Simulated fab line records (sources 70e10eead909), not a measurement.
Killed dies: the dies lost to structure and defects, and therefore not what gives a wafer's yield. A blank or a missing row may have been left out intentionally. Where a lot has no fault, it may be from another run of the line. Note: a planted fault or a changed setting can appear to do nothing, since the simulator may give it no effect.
A lot that was struck, set against a sound lot	flow nandHarc	26 out of 1302 route steps
Sound: wafers L370.4, L370.5, L370.6. Wafers struck: L363.1, L363.2, L363.4. The cause is given at the end.
Each step with rows lists, per side, the tool, then ch with its chambers, then its first start. Under that, the readings that differ: sound wafers	struck wafers	difference of the means	sigmas: that difference in standard deviations of wafers without a fault.
alike: same words and numbers on both sides, and readings whose means sit less than 2 such deviations apart. not compared: any withheld reading, any reading some wafer has no value for, any bound like >300 that may hide the same value, and any number with overlapping values for which the record gives no deviation.
The two part at a step that has a row with sigmas, a row that says differs or no value, or rows on one side only. Numbers that don't overlap but have no deviation are shown without sigmas and don't part them. Lack of a reading on every wafer of one side parts them only where that side has two or more wafers.

NHARC_A_CHANNEL_HOLE_D2_INSPECT_12:
  sound on defectInspect-02, day 20 19:57; struck on defectInspect-01, day 18 01:08
  alike: rawDefectCount
then, 5 steps without rows for these wafers: NHARC_A_CHANNEL_HOLE_D2_DESCUM_15 (chemistry O2, time 3 s); NHARC_A_CHANNEL_HOLE_D2_ETCH_38 (etches the open film in CF4, target depth 39 nm, time 65 s); NHARC_A_CHANNEL_HOLE_D2_ETCH_39 (etches the open film in N2/H2, target depth 260 nm, time 325 s); NHARC_A_CHANNEL_HOLE_D2_ETCH_34 (etches the open film in CF4/CHF3, target depth 154 nm, time 77 s); NHARC_A_CHANNEL_HOLE_D2_ETCH_16 (etches the open film in O2/COS, target depth 3100 nm, time 806 s).
NHARC_A_CHANNEL_HOLE_D2_CD_MEAS_18:
  sound on cdSem-01, day 20 21:07; struck on cdSem-03, day 18 02:31
  alike: cdNm
NHARC_A_CHANNEL_HOLE_D2_ETCH_19: etches the open film in C4F8/O2/Ar, time 34.5 s.
  sound on harEtch-01 ch 0,1, day 21 00:11; struck on harEtch-02 ch 0,1, day 18 08:49
  alike: biasV, c4f8FlowSccm, drypumpMotorCurrentA, oesAirLineAu, showerheadPlenumPTorr, throttleValvePct
  not compared: rfHoursCounterH
then, 2 steps without rows for these wafers: NHARC_A_CHANNEL_HOLE_D2_ETCH_20 (etches the open film in C4F8/O2/Ar, time 361.9 s, target depth 1600 nm); NHARC_A_CHANNEL_HOLE_D2_ETCH_21 (etches the open film in C4F8/O2/Ar, time 514.3 s, target depth 1600 nm).
NHARC_A_CHANNEL_HOLE_D2_ETCH_22: etches the open film in C4F8/O2/Ar, time 666.7 s, target depth 1600 nm.
  sound on harEtch-01 ch 0,1, day 21 01:16; struck on harEtch-02 ch 0,1, day 18 09:41
  alike: c4f8FlowSccm, chamberPressureMTorr, drypumpMotorCurrentA, oesAirLineAu, showerheadPlenumPTorr, throttleValvePct
  not compared: rfHoursCounterH
NHARC_A_CHANNEL_HOLE_D2_ETCH_23: etches the open film in C4F8/O2/Ar, time 819 s, target depth 1600 nm.
  sound on harEtch-01 ch 0,1, day 21 01:55; struck on harEtch-02 ch 0,1, day 18 10:16
  alike: c4f8FlowSccm, chamberPressureMTorr, drypumpMotorCurrentA, oesAirLineAu, showerheadPlenumPTorr, throttleValvePct
  not compared: rfHoursCounterH
NHARC_A_CHANNEL_HOLE_D2_ETCH_24: etches the open film in C4F8/O2/Ar, time 906.2 s, target depth 1500 nm.
  sound on harEtch-01 ch 0,1, day 21 02:38; struck on harEtch-02 ch 0,1, day 18 10:58
  no value came back on the struck wafers for any of 7 readings (c4f8FlowSccm (sccm), chamberPressureMTorr (mTorr) and others); on the sound wafers c4f8FlowSccm (sccm) reads 93.48 94.04 93.47
  not compared: rfHoursCounterH
then, 1 step without rows for these wafers: NHARC_A_CHANNEL_HOLE_D2_ETCH_25 (etches the open film in C4F8/O2/Ar, time 1040.2 s, target depth 1500 nm).
NHARC_A_CHANNEL_HOLE_D2_ETCH_26: etches the open film in C4F8/O2/Ar, time 224.1 s, target depth 300 nm.
  sound on harEtch-01 ch 0,1, day 21 03:59; struck on harEtch-02 ch 0,1, day 18 12:36
  alike: biasV, c4f8FlowSccm, drypumpMotorCurrentA, oesAirLineAu, showerheadPlenumPTorr, throttleValvePct
  not compared: rfHoursCounterH
NHARC_A_CHANNEL_HOLE_D2_ETCH_27: etches the open film in C4F8/O2/Ar, time 90 s, target depth 400 nm.
  sound on harEtch-01 ch 0,1, day 21 04:10; struck on harEtch-02 ch 0,1, day 18 12:48
reading	sound	struck	difference	sigmas
c4f8FlowSccm (sccm)	41.67 41.44 41.74	41.65 42.02 41.91	+0.24	+2
  alike: biasV, drypumpMotorCurrentA, oesAirLineAu, showerheadPlenumPTorr, throttleValvePct
  not compared: rfHoursCounterH
then, 3 steps without rows for these wafers: NHARC_A_CHANNEL_HOLE_D2_STRIP_41 (strips in N2/H2); NHARC_A_CHANNEL_HOLE_D2_STRIP_42 (strips in CF4/CHF3); NHARC_A_CHANNEL_HOLE_D2_STRIP_43 (strips in O2/COS).
NHARC_A_CHANNEL_HOLE_D2_ETCH_44: etches the open film in CF4/O2, target depth 140 nm, overetch 14 nm, time 77 s.
  sound on rieDiel-09 ch 2,3, day 21 04:50; struck on rieDiel-09 ch 0,1,2, day 18 13:32
reading	sound	struck	difference	sigmas
cf4FlowSccm (sccm)	80.04 80.21 80.04	79.56 79.77 79.56	-0.47	-2
model.A_CHANNEL_HOLE_D2.cdNm (nm)	92.18 88.6 90.06	99.3 102.6 103.4	+11.5	
  alike: biasW, drypumpMotorCurrentA, oesProductAu, rfVppV, showerheadPlenumPTorr, throttleValvePct
  not compared: rfHoursCounterH
then, 3 steps without rows for these wafers: NHARC_A_CHANNEL_HOLE_D2_STRIP_28 (strips in O2); NHARC_A_CHANNEL_HOLE_D2_PRECLEAN_29 (cleans in SC1); NHARC_A_CHANNEL_HOLE_D2_SRD_30.
NHARC_A_CHANNEL_HOLE_D2_CD_MEAS_31:
  sound on cdSem-01, day 21 05:38; struck on cdSem-03, day 18 14:21
reading	sound	struck	difference	sigmas
cdNm (nm)	91.9 88.5 89.6	0.3 0.5 0.8	-89.5	-69
NHARC_A_CHANNEL_HOLE_D2_XSEM_32:
  sound on xsem-01 ch 0, day 21 05:43; struck on xsem-02 ch 0, day 18 14:27
reading	sound	struck	difference	sigmas
botCdNm (nm)	76.4 73.1 74.7	0.0 0.1 0.6	-74.5	-53
bowNm (nm)	8.70 8.66 8.69	0.70 0.70 0.70	-7.98	-42
  alike: tiltDeg
NHARC_A_CHANNEL_HOLE_D2_INSPECT_40:
  sound on defectInspect-02, day 21 05:49; struck on defectInspect-02, day 18 14:32
  alike: rawDefectCount

== WHERE THEY PART ==
Earliest at NHARC_A_CHANNEL_HOLE_D2_ETCH_24; latest, in this record, at NHARC_A_CHANNEL_HOLE_D2_XSEM_32. Later steps at which nothing parts them and some readings are alike: NHARC_A_CHANNEL_HOLE_D2_INSPECT_40.

WHY: what the simulator had put in
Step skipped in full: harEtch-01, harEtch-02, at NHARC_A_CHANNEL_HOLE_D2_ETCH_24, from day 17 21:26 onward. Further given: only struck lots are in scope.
